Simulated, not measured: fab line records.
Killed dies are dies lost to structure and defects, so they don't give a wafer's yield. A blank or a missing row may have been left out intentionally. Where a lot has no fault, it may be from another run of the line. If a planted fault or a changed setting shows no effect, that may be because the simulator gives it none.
Struck lot and sound lot, side by side ; flow n5_finfet ; 18 out of 1938 route steps
Sound: wafers L834.1, L834.3, L834.5. Struck: wafer L847.4; the same lot's L847.1 was not struck, so it is left out; see the end for the cause.
For every step that has rows: the tool of each side, followed by ch and its chambers, followed by its first start. Under that, the readings that differ: sound wafers ; struck wafers ; difference of the means ; sigmas: that difference in standard deviations of wafers without a fault.
alike: a reading whose means differ by less than 2 such deviations, as well as words and numbers matching on both sides. not compared: withheld readings; readings where some wafer has no value; bounds like >300 that might hide an equal value; numbers whose values overlap and for which the record gives no deviation.
The two part at a step that has a row with sigmas, a row that says differs or no value, or rows on one side only. Non-overlapping numbers with no deviation appear without sigmas and do not part them. A reading that every wafer of one side lacks parts them only if that side has two wafers or more.

first, 7 steps without rows for these wafers: N5_BEOL_M8_COAT_60 (time 60 s, resist thk 35 nm); N5_BEOL_M8_COAT_05 (resist thk 90 nm); N5_BEOL_M8_EBR_07; N5_BEOL_M8_SOFTBAKE_06 (time 60 s); N5_BEOL_M8_EXPOSE_08 (exposes mask M8); N5_BEOL_M8_PEB_09 (peb time 60 s); N5_BEOL_M8_DEVELOP_10 (develop time 30 s).
N5_BEOL_M8_CD_MEAS_11: target cd 38.5 nm.
  sound on cd_sem-03 ch 0, day 9 21:26; struck on cd_sem-02 ch 0, day 13 20:31
  alike: cd_nm
N5_BEOL_M8_OVL_MEAS_12:
  sound on overlay-01 ch 0, day 9 21:28; struck on overlay-01 ch 0, day 13 20:33
reading;sound;struck;difference;sigmas
M8_OVL (nm);0.9 0.3 1.1;-0.9;-1.7;-2
N5_BEOL_M8_INSPECT_13: inspects for defects (brightfield).
  sound on defect_inspect-01, day 9 21:29; struck on defect_inspect-02, day 13 20:35
reading;sound;struck;difference;sigmas
raw_defect_count;311 237 294;652;+371;+4
N5_BEOL_M8_DESCUM_16: chemistry O2, time 7.9 s.
  sound on rie_diel-06 ch 1,2, day 9 21:31; struck on rie_diel-06 ch 1, day 13 20:52
  alike: drypump_motor_current_A, oes_product_au, rf_vpp_V, showerhead_plenum_p_Torr, throttle_valve_pct
  not compared: rf_hours_counter_h
N5_BEOL_M8_ETCH_61: etches SiARC in CF4, target depth 45.5 nm, time 75.8 s.
  sound on rie_diel-06 ch 1,2, day 9 21:33; struck on rie_diel-06 ch 1, day 13 20:53
  alike: drypump_motor_current_A, etch_rf_on_time_s, oes_product_au, rf_vpp_V, showerhead_plenum_p_Torr, throttle_valve_pct
  not compared: rf_hours_counter_h
N5_BEOL_M8_ETCH_62: etches SOC in N2/H2, target depth 110 nm, overetch 22 nm, time 165 s.
  sound on rie_diel-06 ch 1,2, day 9 21:37; struck on rie_diel-06 ch 1, day 13 20:57
reading;sound;struck;difference;sigmas
model.SiARC_of_BEOL_M8_COAT_60.thk_nm (nm);28.6 28.2 28.6;27;-1;
  alike: drypump_motor_current_A, oes_product_au, rf_vpp_V, showerhead_plenum_p_Torr, throttle_valve_pct
  not compared: rf_hours_counter_h
then, 1 step without rows for these wafers: N5_BEOL_M8_STRIP_68 (strips in N2/H2).
N5_BEOL_M8_STRIP_67: strips in CF4.
  sound on rie_diel-06 ch 1,2, day 9 21:45; struck on rie_diel-06 ch 1, day 13 21:05
  alike: drypump_motor_current_A, oes_product_au, rf_vpp_V, showerhead_plenum_p_Torr, throttle_valve_pct
  not compared: rf_hours_counter_h
N5_BEOL_M8_HM_OPEN_17: chemistry Cl2/BCl3, target TiN, target depth 20 nm, overetch 6 nm.
  sound on rie_metal-02 ch 0,1, day 9 21:47; struck on rie_metal-01 ch 0, day 13 21:08
reading;sound;struck;difference;sigmas
oes_product_au (a.u.);0.67 0.73 0.73;0.58;-0.13;-4
model.etch.depth_nm (nm);19.62 19.54 19.33;16.49;-3.01;
  alike: drypump_motor_current_A, throttle_valve_pct
  not compared: rf_hours_counter_h
N5_BEOL_M8_STRIP_19: strips in O2.
  sound on rie_diel-06 ch 0,1,2, day 9 21:54; struck on rie_diel-06 ch 0, day 13 21:18
  alike: drypump_motor_current_A, oes_product_au, rf_vpp_V, showerhead_plenum_p_Torr, throttle_valve_pct
  not compared: rf_hours_counter_h
-- a jump in the record: the struck wafers' starts before and after are 3 days apart (it breaks off in module BEOL_M8 and resumes in module PASSIVATION, where the first step shown is number 1936 of the route) --
N5_PASSIVATION_PROBE_49:
  record: rows for the struck wafers here (prober-02, day 16 12:28), none for the sound ones

== WHERE THEY PART ==
At N5_BEOL_M8_OVL_MEAS_12 first; at N5_PASSIVATION_PROBE_49 last (within this record only).

WHY: whatever the simulator had introduced
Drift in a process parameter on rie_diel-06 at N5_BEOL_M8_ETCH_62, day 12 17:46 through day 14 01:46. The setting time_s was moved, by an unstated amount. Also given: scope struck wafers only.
